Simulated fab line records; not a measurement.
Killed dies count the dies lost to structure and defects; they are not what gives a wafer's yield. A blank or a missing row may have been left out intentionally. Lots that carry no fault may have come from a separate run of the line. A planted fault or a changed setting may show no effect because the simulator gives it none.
fab line records :: flow n5-finfet
record:
  lots: 4
  wafers: 12
  last-day: 18
route steps=1938 shown BEOL_M1@824 BEOL_M2@841 BEOL_M4@1111 PASSIVATION@1936
lots with no fault: from the same line, run without faults
start-h: hours from the record's opening day to when the first of the lot's shown wafers began :: wait-h: hours since the lot's step before :: " as in the row above :: L1.1+2: several wafers, shown together as one row :: - no value, or no start was given :: * or withheld: withheld :: < > ~ a bound
route shown NAME@n: a module of which the file shows steps, and the number in the route of the first :: usual: average and standard deviation across the fault-free wafers :: same: alike in all rows :: chamber/n: place in a boat :: sites: each site's reading :: _std_site: their standard deviation :: _edge_site: inner sites' mean taken away from outer sites' mean :: radius-mm: for every site, how far away it sits from the centre of the wafer :: mask NAME#n: copy n :: behind: the last tool/chamber to shape the wafer :: hold: why the lot went on hold/how many hours it stayed there/how the hold came to an end :: device: names the non-switching transistor (n, p or np) :: end of line: the tests these same wafers got at the end of their route :: where a step has no rows: the recipe by itself :: killed: the dies lost at the first sort to structure and to defects; this is not the yield of the wafer :: map: shows each die of a wafer: x if killed, . if not, _ if none is there
set.NAME: the setting that was run; set.NAME@STEP: the one run at that earlier step :: model.NAME: the simulator's own value behind a step, which no gauge read
a table for each step, a row for each wafer; lots at some steps of the route
services: when a tool's chamber went out of use (start-h, in hours from the record's first day, below 0 if earlier), for how many hours, and the reason
== steps ==
step: N5_BEOL_M1_SPUTTER_90
recipe:
  material: Cu
  target-thk-a: 45
  temp-c: -20
  chamber-pressure-pa: 0.07
  power-w: withheld
  time-s: 8.29
step: N5_BEOL_M1_ANNEAL_91
recipe:
  temp-c: 400
  time-s: 240
  ambient: vacuum
step: N5_BEOL_M1_SPUTTER_92
recipe:
  material: Cu
  target-thk-a: 45
  temp-c: -20
  chamber-pressure-pa: 0.07
  power-w: withheld
  time-s: 8.29
step: N5_BEOL_M1_ANNEAL_93
recipe:
  temp-c: 400
  time-s: 240
  ambient: vacuum
step: N5_BEOL_M1_SPUTTER_94
recipe:
  material: Cu
  target-thk-a: 45
  temp-c: -20
  chamber-pressure-pa: 0.07
  power-w: withheld
  time-s: 8.29
step: N5_BEOL_M1_ANNEAL_95
recipe:
  temp-c: 400
  time-s: 240
  ambient: vacuum
step: N5_BEOL_M1_SPUTTER_96
recipe:
  material: Cu
  target-thk-a: 45
  temp-c: -20
  chamber-pressure-pa: 0.07
  power-w: withheld
  time-s: 8.29
step: N5_BEOL_M1_ECD_50
recipe:
  material: Cu
  target-thk-a: 3000
step: N5_BEOL_M1_ANNEAL_51
recipe:
  temp-c: 225
  time-s: 90
  ambient: N2
step: N5_BEOL_M1_CMP_52
recipe:
  stop-on: SiOC
  t-overpolish-s: 6.8
  down-force-psi: 1
  platen-rpm: 50
  clearing-platen-down-force-psi: 1.5
  clearing-platen-rpm: 50
  post-cmp-clean: cu-alkaline
  target-thk-nm: 40
  clearing-platen-pad-velocity-m-s: 0.99484
  pad-velocity-m-s: 0.99484
step: N5_BEOL_M1_PRE_CLEAN_60
recipe:
  gas: NH3/H2
  time-s: 15
  temp-c: *
  rf-power-w: 300
step: N5_BEOL_M1_CO_CAP_55
recipe:
  material: Co
  target-thk-a: 20
  temp-c: 200
  precursor: CCTBA/H2
  pressure-torr: 30
  time-s: 102.1
usual:
  heater-power-w: 242/22
lot.wafer: L270.2
tool: cvd-co-02
chamber: 2
start-h: 198.82
wait-h: 0.0
heater-power-w: 273

lot.wafer: L270.4
tool: cvd-co-02
chamber: 0
start-h: 198.82
wait-h: 0.0
heater-power-w: 261

lot.wafer: L270.5
tool: cvd-co-02
chamber: 2
start-h: 198.82
wait-h: 0.0
heater-power-w: 277

lot.wafer: L272.2
tool: cvd-co-01
chamber: 0
start-h: 206.90
wait-h: 0.0
heater-power-w: 210

lot.wafer: L272.3
tool: cvd-co-01
chamber: 1
start-h: 206.90
wait-h: 0.0
heater-power-w: 226

lot.wafer: L272.6
tool: cvd-co-01
chamber: 2
start-h: 206.90
wait-h: 0.0
heater-power-w: 233

lot.wafer: L282.4
tool: cvd-co-01
chamber: 1
start-h: 270.52
wait-h: 0.0
heater-power-w: 227

lot.wafer: L282.5
tool: cvd-co-01
chamber: 2
start-h: 270.52
wait-h: 0.0
heater-power-w: 236

lot.wafer: L282.6
tool: cvd-co-01
chamber: 0
start-h: 270.52
wait-h: 0.0
heater-power-w: 208

lot.wafer: L283.1
tool: cvd-co-01
chamber: 2
start-h: 274.23
wait-h: 0.0
heater-power-w: 233

lot.wafer: L283.3
tool: cvd-co-01
chamber: 1
start-h: 274.23
wait-h: 0.0
heater-power-w: 235

lot.wafer: L283.5
tool: cvd-co-01
chamber: 1
start-h: 274.23
wait-h: 0.0
heater-power-w: 228
step: N5_BEOL_M1_PRE_CLEAN_56
recipe:
  gas: NH3
  time-s: 15
  temp-c: withheld
  rf-power-w: 300
step: N5_BEOL_M1_DEP_57
recipe:
  material: SiCN
  target-thk-a: 80
  temp-c: withheld
  precursor: 3MS/NH3
  pressure-torr: 3
  rf-w: 202
  time-s: 14
step: N5_BEOL_M1_INSPECT_59
recipe:
  inspect-instrument: darkfield
  mode: post-dep
usual:
  raw-defect-count: 73/22
lot.wafer: L270.2
tool: defect-inspect-02
chamber: -
start-h: 199.03
wait-h: 0.0
raw-defect-count: 100

lot.wafer: L270.4
tool: defect-inspect-02
chamber: -
start-h: 199.03
wait-h: 0.0
raw-defect-count: 61

lot.wafer: L270.5
tool: defect-inspect-02
chamber: -
start-h: 199.03
wait-h: 0.0
raw-defect-count: 53

lot.wafer: L272.2
tool: defect-inspect-01
chamber: -
start-h: 207.11
wait-h: 0.0
raw-defect-count: 65

lot.wafer: L272.3
tool: defect-inspect-01
chamber: -
start-h: 207.11
wait-h: 0.0
raw-defect-count: 60

lot.wafer: L272.6
tool: defect-inspect-01
chamber: -
start-h: 207.11
wait-h: 0.0
raw-defect-count: 83

lot.wafer: L282.4
tool: defect-inspect-01
chamber: -
start-h: 270.73
wait-h: 0.0
raw-defect-count: 67

lot.wafer: L282.5
tool: defect-inspect-01
chamber: -
start-h: 270.73
wait-h: 0.0
raw-defect-count: 1076

lot.wafer: L282.6
tool: defect-inspect-01
chamber: -
start-h: 270.73
wait-h: 0.0
raw-defect-count: 65

lot.wafer: L283.1
tool: defect-inspect-01
chamber: -
start-h: 274.44
wait-h: 0.0
raw-defect-count: 1018

lot.wafer: L283.3
tool: defect-inspect-01
chamber: -
start-h: 274.44
wait-h: 0.0
raw-defect-count: 92

lot.wafer: L283.5
tool: defect-inspect-01
chamber: -
start-h: 274.44
wait-h: 0.0
raw-defect-count: 78
step: N5_BEOL_M2_ILD_DEP_00
recipe:
  material: SiOC
  target-thk-a: 790
  temp-c: 350
  precursor: DEMS/O2
  pressure-torr: 5
  rf-w: 500
  time-s: 15.3
step: N5_BEOL_M2_PECVD_72
recipe:
  material: SiO2
  target-thk-a: 160
  temp-c: 400
  precursor: TEOS/O2
  pressure-torr: 5.5
  rf-w: 450
  teos-flow-sccm: 53.8
  gas: O2
  flow-sccm: 3000
  time-s: 18
step: N5_BEOL_M2_HM_DEP_02
recipe:
  material: TiN
  target-thk-a: 200
  temp-c: 25
  chamber-pressure-pa: 0.49996
step: N5_BEOL_M2_COAT_61
recipe:
  resist: SOC
  temp-c: 250
  time-s: 60
  spin-rpm: 1500
  resist-thk-nm: 60
step: N5_BEOL_M2_COAT_62
recipe:
  resist: SiARC
  temp-c: 220
  time-s: 60
  spin-rpm: 1500
  resist-thk-nm: 12
step: N5_BEOL_M2_COAT_73
recipe:
  resist: underlayer
  temp-c: 205
  time-s: 60
  spin-rpm: 1500
  resist-thk-nm: 5
step: N5_BEOL_M2_COAT_05
recipe:
  resist: CAR-EUV
  spin-rpm: 1500
  resist-thk-nm: 30
step: N5_BEOL_M2_EBR_07
recipe:
  solvent: PGMEA
  ebr-width-mm: 1.5
step: N5_BEOL_M2_SOFTBAKE_06
recipe:
  temp-c: 110
  time-s: 60
  resist: CAR-EUV
step: N5_BEOL_M2_EXPOSE_08
recipe:
  mask-id: M2
  na: 0.33
  source-shape: dipole
  sigma-inner: 0.369
  sigma-outer: 0.767
  polarization: unpolarized
  dose-mj: 41.25
step: N5_BEOL_M2_PEB_09
recipe:
  peb-temp-c: 100
  peb-time-s: 60
  resist: CAR-EUV
step: N5_BEOL_M2_DEVELOP_10
recipe:
  develop-time-s: 30
  developer: TMAH
  resist: CAR-EUV
  rinse-liquid: surfactant-rinse
  dry: air-spin
  dev-temp-c: 23
step: N5_BEOL_M2_INSPECT_13
recipe:
  mode: adi
  inspect-instrument: brightfield
usual:
  raw-defect-count: 439/100
lot.wafer: L270.2
tool: defect-inspect-02
chamber: -
start-h: 202.06
wait-h: 0.0
raw-defect-count: 452

lot.wafer: L270.4
tool: defect-inspect-02
chamber: -
start-h: 202.06
wait-h: 0.0
raw-defect-count: 425

lot.wafer: L270.5
tool: defect-inspect-02
chamber: -
start-h: 202.06
wait-h: 0.0
raw-defect-count: 338

lot.wafer: L272.2
tool: defect-inspect-01
chamber: -
start-h: 208.56
wait-h: 0.0
raw-defect-count: 463

lot.wafer: L272.3
tool: defect-inspect-01
chamber: -
start-h: 208.56
wait-h: 0.0
raw-defect-count: 413

lot.wafer: L272.6
tool: defect-inspect-01
chamber: -
start-h: 208.56
wait-h: 0.0
raw-defect-count: 588

lot.wafer: L282.4
tool: defect-inspect-01
chamber: -
start-h: 273.30
wait-h: 0.0
raw-defect-count: 363

lot.wafer: L282.5
tool: defect-inspect-01
chamber: -
start-h: 273.30
wait-h: 0.0
raw-defect-count: 1311

lot.wafer: L282.6
tool: defect-inspect-01
chamber: -
start-h: 273.30
wait-h: 0.0
raw-defect-count: 264

lot.wafer: L283.1
tool: defect-inspect-02
chamber: -
start-h: 277.10
wait-h: 0.1
raw-defect-count: 1459

lot.wafer: L283.3
tool: defect-inspect-02
chamber: -
start-h: 277.10
wait-h: 0.1
raw-defect-count: 450

lot.wafer: L283.5
tool: defect-inspect-02
chamber: -
start-h: 277.10
wait-h: 0.1
raw-defect-count: 524
step: N5_BEOL_M2_DESCUM_16
recipe:
  chemistry: O2
  time-s: 7
  source-power-w: 50
  bias-power-w: 20
  pressure-mtorr: 20
  rf-frequency-hz: 2.712e+07
  temp-c: 40
  resist: CAR-EUV
  o2-flow-sccm: 225
step: N5_BEOL_M4_RC_MEAS_101
usual:
  DIBL_N: 36.5/1.8
  DIBL_P: 36.5/2.1
  IOFF_N: 0.17/0.031
  IOFF_P: 0.22/0.036
  ION_N: 677/11
  ION_P: 463/8
  SS_N: 71.6/0.61
  SS_P: 73.3/0.63
  VT_N: 249/3.1
  VT_P: -250/3.3
lot.wafer: L270.2
tool: prober-01
chamber: 0
start-h: 236.82
wait-h: 0.2
DIBL_N[mV/V]: 37.0
DIBL_P[mV/V]: 35.0
IOFF_N[nA/um]: 0.18
IOFF_P[nA/um]: 0.19
ION_N[uA/um]: 673
ION_P[uA/um]: 455
SS_N[mV/dec]: 71.6
SS_P[mV/dec]: 72.9
VT_N[mV]: 248
VT_P[mV]: -253

lot.wafer: L270.4
tool: prober-01
chamber: 0
start-h: 236.82
wait-h: 0.2
DIBL_N[mV/V]: 37.2
DIBL_P[mV/V]: 35.3
IOFF_N[nA/um]: 0.17
IOFF_P[nA/um]: 0.21
ION_N[uA/um]: 667
ION_P[uA/um]: 444
SS_N[mV/dec]: 72.1
SS_P[mV/dec]: 73.7
VT_N[mV]: 250
VT_P[mV]: -249

lot.wafer: L270.5
tool: prober-01
chamber: 0
start-h: 236.82
wait-h: 0.2
DIBL_N[mV/V]: 37.5
DIBL_P[mV/V]: 36.1
IOFF_N[nA/um]: 0.18
IOFF_P[nA/um]: 0.21
ION_N[uA/um]: 658
ION_P[uA/um]: 450
SS_N[mV/dec]: 71.9
SS_P[mV/dec]: 73.6
VT_N[mV]: 251
VT_P[mV]: -253

lot.wafer: L272.2
tool: prober-01
chamber: 0
start-h: 243.56
wait-h: 0.2
DIBL_N[mV/V]: 34.8
DIBL_P[mV/V]: 32.6
IOFF_N[nA/um]: 0.13
IOFF_P[nA/um]: 0.19
ION_N[uA/um]: 643
ION_P[uA/um]: 445
SS_N[mV/dec]: 71.8
SS_P[mV/dec]: 71.8
VT_N[mV]: 253
VT_P[mV]: -253

lot.wafer: L272.3
tool: prober-01
chamber: 0
start-h: 243.56
wait-h: 0.2
DIBL_N[mV/V]: 37.3
DIBL_P[mV/V]: 36.7
IOFF_N[nA/um]: 0.19
IOFF_P[nA/um]: 0.25
ION_N[uA/um]: 686
ION_P[uA/um]: 467
SS_N[mV/dec]: 72.4
SS_P[mV/dec]: 73.6
VT_N[mV]: 246
VT_P[mV]: -248

lot.wafer: L272.6
tool: prober-01
chamber: 0
start-h: 243.56
wait-h: 0.2
DIBL_N[mV/V]: 36.0
DIBL_P[mV/V]: 34.3
IOFF_N[nA/um]: 0.15
IOFF_P[nA/um]: 0.21
ION_N[uA/um]: 669
ION_P[uA/um]: 458
SS_N[mV/dec]: 71.9
SS_P[mV/dec]: 73.1
VT_N[mV]: 251
VT_P[mV]: -251

lot.wafer: L282.4
tool: prober-02
chamber: 0
start-h: 313.24
wait-h: 0.5
DIBL_N[mV/V]: 37.9
DIBL_P[mV/V]: 38.7
IOFF_N[nA/um]: 0.20
IOFF_P[nA/um]: 0.28
ION_N[uA/um]: 678
ION_P[uA/um]: 472
SS_N[mV/dec]: 71.8
SS_P[mV/dec]: 73.9
VT_N[mV]: 244
VT_P[mV]: -245

lot.wafer: L282.5
tool: prober-02
chamber: 0
start-h: 313.24
wait-h: 0.5
DIBL_N[mV/V]: 37.9
DIBL_P[mV/V]: 38.7
IOFF_N[nA/um]: 0.21
IOFF_P[nA/um]: 0.28
ION_N[uA/um]: 685
ION_P[uA/um]: 470
SS_N[mV/dec]: 71.8
SS_P[mV/dec]: 73.9
VT_N[mV]: 245
VT_P[mV]: -244

lot.wafer: L282.6
tool: prober-02
chamber: 0
start-h: 313.24
wait-h: 0.5
DIBL_N[mV/V]: 39.4
DIBL_P[mV/V]: 40.0
IOFF_N[nA/um]: 0.22
IOFF_P[nA/um]: 0.30
ION_N[uA/um]: 688
ION_P[uA/um]: 477
SS_N[mV/dec]: 72.4
SS_P[mV/dec]: 74.3
VT_N[mV]: 244
VT_P[mV]: -244

lot.wafer: L283.1
tool: prober-01
chamber: 0
start-h: 335.04
wait-h: 0.0
DIBL_N[mV/V]: 37.1
DIBL_P[mV/V]: 36.0
IOFF_N[nA/um]: 0.16
IOFF_P[nA/um]: 0.22
ION_N[uA/um]: 670
ION_P[uA/um]: 465
SS_N[mV/dec]: 72.0
SS_P[mV/dec]: 72.9
VT_N[mV]: 251
VT_P[mV]: -249

lot.wafer: L283.3
tool: prober-01
chamber: 0
start-h: 335.04
wait-h: 0.0
DIBL_N[mV/V]: 36.2
DIBL_P[mV/V]: 33.9
IOFF_N[nA/um]: 0.13
IOFF_P[nA/um]: 0.18
ION_N[uA/um]: 651
ION_P[uA/um]: 451
SS_N[mV/dec]: 72.0
SS_P[mV/dec]: 72.9
VT_N[mV]: 257
VT_P[mV]: -254

lot.wafer: L283.5
tool: prober-01
chamber: 0
start-h: 335.04
wait-h: 0.0
DIBL_N[mV/V]: 37.2
DIBL_P[mV/V]: 35.9
IOFF_N[nA/um]: 0.16
IOFF_P[nA/um]: 0.22
ION_N[uA/um]: 662
ION_P[uA/um]: 454
SS_N[mV/dec]: 71.3
SS_P[mV/dec]: 73.5
VT_N[mV]: 252
VT_P[mV]: -250
step: N5_PASSIVATION_PROBE_49
usual:
  defect-limited-yield: 91.4/1.5
  killed_at_M0_to_M3: 35/11
  killed_at_M4_up: 16/7
  killed-at-contacts: 11/5.3
  killed-at-front-end: 37/11
  killed-at-other: 3.1/2.8
  killed-dies: 102/18
  killed-open: 69/15
  killed-short: 31/7.8
  sort_bin_5_function: 5.1/1.1
  sort_bin_6_memory: 3.2/0.69
  sort_bin_8_speed: 0.00/0.016
  sort-n-pass: 1078/18
  sort-yield-pct: 91.4/1.5
same:
  gross-dies: 1180
  killed-at-back-side: 0
  sort_bin_4_leakage[%]: 0
lot.wafer: L282.5
tool: prober-02
chamber: -
start-h: 407.73
wait-h: 0.4
defect-limited-yield[%]: 79.9
killed_at_M0_to_M3: 179
killed_at_M4_up: 12
killed-at-contacts: 7
killed-at-front-end: 37
killed-at-other: 2
killed-dies: 237
killed-open: 66
killed-short: 28
sort_bin_5_function[%]: 12.3
sort_bin_6_memory[%]: 4.4
sort_bin_8_speed[%]: 0
sort-n-pass: 943
sort-yield-pct[%]: 79.9

lot.wafer: L283.1
tool: prober-01
chamber: -
start-h: 438.99
wait-h: 0.0
defect-limited-yield[%]: 82.6
killed_at_M0_to_M3: 171
killed_at_M4_up: 2
killed-at-contacts: 6
killed-at-front-end: 18
killed-at-other: 8
killed-dies: 205
killed-open: 38
killed-short: 33
sort_bin_5_function[%]: 10.3
sort_bin_6_memory[%]: 3.4
sort_bin_8_speed[%]: 0
sort-n-pass: 975
sort-yield-pct[%]: 82.6
killed by level:class
L282.5 BEOL_M1:unspecified=143 STI_FIN_REVEAL:geometric-particle:open=11 FIN_SAQP:geometric-particle:open=10 BEOL_M2:geometric-particle:open=10 BEOL_M1:geometric-particle:open=8 BEOL_M4:geometric-particle:open=6 FIN_SAQP:geometric-particle:short=5 MOL_CONTACT_COAG:geometric-particle:open=5
L283.1 BEOL_M1:unspecified=132 BEOL_M0_SAQP:geometric-particle:short=9 BEOL_M2:geometric-particle:open=9 BEOL_M0_SAQP:geometric-particle:open=6 MOL_CONTACT_COAG:geometric-particle:open=5 MIM_TOP_ETCH:geometric-particle:open=4 BEOL_M3:geometric-particle:open=4 FIN_SAQP:geometric-particle:short=3
map L282.5 (x killed, . not)
_________________xx....x.....________________
______________x........x........_____________
___________x...x.x.x..x...x..x.....__________
__________xxxxxxxxx.x....x.........._________
________xxxxxxxxxx.x..........xxx....._______
_______.xxxxxxxxxxx.xx.........x.......______
______xxxxxxxxxxxxxxx..................._____
_____x.xxxxxxxxxxxxxx.x.....x.......x..x.____
____x.x.xxxxxxxxxxxxxx..........x.........___
___...xxxxxxxxxxxxxxx.....x.......x........__
___..xxxxxxxxxxxxxxxxx..x.x................__
__....xxxxxxxxxxxxxx.......x.x.........x...._
__.......x.xxxxxxx........x................._
_.....x..xxx..xxxx...................x...x...
_.....x.....x.x..x..............x...........x
_........x....x..x..................xx.......
_.x...........................x..............
_......x....................xx...........x...
_.....................x..x....x.......x......
_.........................x...............x..
_.xx.............x..............x...xx......x
__.x........x...............x..............._
__...................................xx..x.._
___x.......x..................x..........x.__
___x..............xx......x.x..xx..........__
____...x...x.................x..x.........___
_____................x........x..........____
______.....................x.x.........._____
_______.............x..................______
________.....x.......x................_______
__________..x.....x................._________
___________........................__________
______________.................x_____________
_________________...x.......x________________
map L283.1 (x killed, . not)
_________________......xx....________________
______________....x.x.....x....._____________
___________...xxx.x................__________
__________.xxxx.xx.xx..............._________
________.xxxxxxxxxxx.........x.x......_______
_______xxxxxxxxxxxx.......x...x........______
______..xxxxxxxxxxxxx.x.x.............x._____
_____..xxxxxxxxxxxxxxxx..........x..x....____
____.xx.xxxxxxxxxxxxxx....................___
___....xxxxxxxxxxxxxx.x....................__
___...x..xxxxxxxxxxxxx...x.................__
__......xxxxxxxxxxxx..........x...........x._
__....x...x.xxxxxxx..x..x............x....x._
_....x.......xx.x...........x....x....x......
_..........x.........................x.......
_................x..x...............x........
_.....................x....x..........x......
_....x.............................x.........
_......................xx..............x.x...
_..............x.........xx..................
_....x...x..x..........................x.....
__.................x....x..............x...._
__.x.........x.....x..................x....._
___.....x...............................x..__
___.....x.....................x....x.......__
____.x...................x................___
_____....x......................x........____
______.x................................_____
_______......x.......x.x...............______
________............x.............x..x_______
__________...............x.........._________
___________..............x.........__________
______________.................._____________
_________________...x........________________
== services ==
tool: cvd-co-01
chamber: -
start-h: 204.15
hours: 2.1
kind: repair

tool: cvd-co-02
chamber: -
start-h: 206.61
hours: 6.0
kind: pm

tool: cvd-co-01
chamber: -
start-h: 223.42
hours: 8.5
kind: repair
== key ==
first-sign:
  step: N5_BEOL_M1_INSPECT_59
  reading: raw-defect-count
  direction: up
  sigmas: 45
  usual: 73
  struck: 1047
effect:
  step: N5_BEOL_M2_INSPECT_13
  reading: raw-defect-count
  direction: up
  sigmas: 9.2
  usual: 439
  struck: 1385
effect:
  step: N5_PASSIVATION_PROBE_49
  reading: killed_at_M0_to_M3
  direction: up
  sigmas: 13
  usual: 35
  struck: 175
more-kills-born-at:
  N5_BEOL_M1_CO_CAP_55@cvd-co-01: 274
met-at N5_BEOL_M1_CO_CAP_55
struck-wafers L282.5,L283.1
onset-between 206.90 270.52
fault:
  kind: chamber-particle-source
  tool: cvd-co-01
  chamber: 2
  onset-h: 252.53
  steps: N5_BEOL_M1_CO_CAP_55
  rate-per-visit-cm2: 1.4795
  end-h: 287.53
